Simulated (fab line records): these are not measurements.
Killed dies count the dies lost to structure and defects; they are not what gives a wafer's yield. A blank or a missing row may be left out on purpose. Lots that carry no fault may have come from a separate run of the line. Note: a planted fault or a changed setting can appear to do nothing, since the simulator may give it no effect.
Matching of chambers | flow n5_finfet | rie_diel-01 running N5_BEOL_M10_STRIP_36: 4 sister chambers
The step strips in N2/H2. 4 wafers are shown with their chamber, then 9 later ones without.

## WAFERS, EACH WITH ITS CHAMBER
wafer  | chamber | drypump_motor_current_A (A)
L074.3 | 2       | 6.4
L086.1 | 0       | 5.5
L087.2 | 1       | 6.1
L087.6 | 3       | 5.3

## WAFERS WITHOUT THEIR CHAMBER
wafer  | drypump_motor_current_A (A)
L089.2 | 5.5
L089.4 | 5.3
L089.6 | 6.1
L091.4 | 5.3
L091.5 | 6.1
L091.6 | 6.3
L092.1 | 6.4
L092.2 | 5.4
L092.4 | 5.3

## WHICH CHAMBER EACH ONE RAN IN
wafer  | from the rows above     | in truth
L089.2 | 0                       | 0
L089.4 | 3                       | 3
L089.6 | 1                       | 1
L091.4 | 3                       | 3
L091.5 | 1                       | 1
L091.6 | 2                       | 2
L092.1 | 2                       | 2
L092.2 | can't be placed: 0 or 3 | 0
L092.4 | 3                       | 3
Placed correctly: 8 of 9. Cannot be placed on the basis of these rows: 1; the candidates contain the true chamber in 1. Number placed wrongly: 0.
How it was worked out, from the rows above alone: a wafer's distance from a chamber is the root of the sum, over the readings, of the square of ((its reading less the chamber's mean) divided by the reading's scatter). If the next closest chamber is less than 2 further off than the closest, the wafer can't be placed; otherwise it belongs to the closest. The mean given for a chamber averages the wafers shown for that chamber. The scatter (one wafer shown for each chamber): square how far every hidden wafer sits from the nearest shown wafer, average those squares and take the square root.
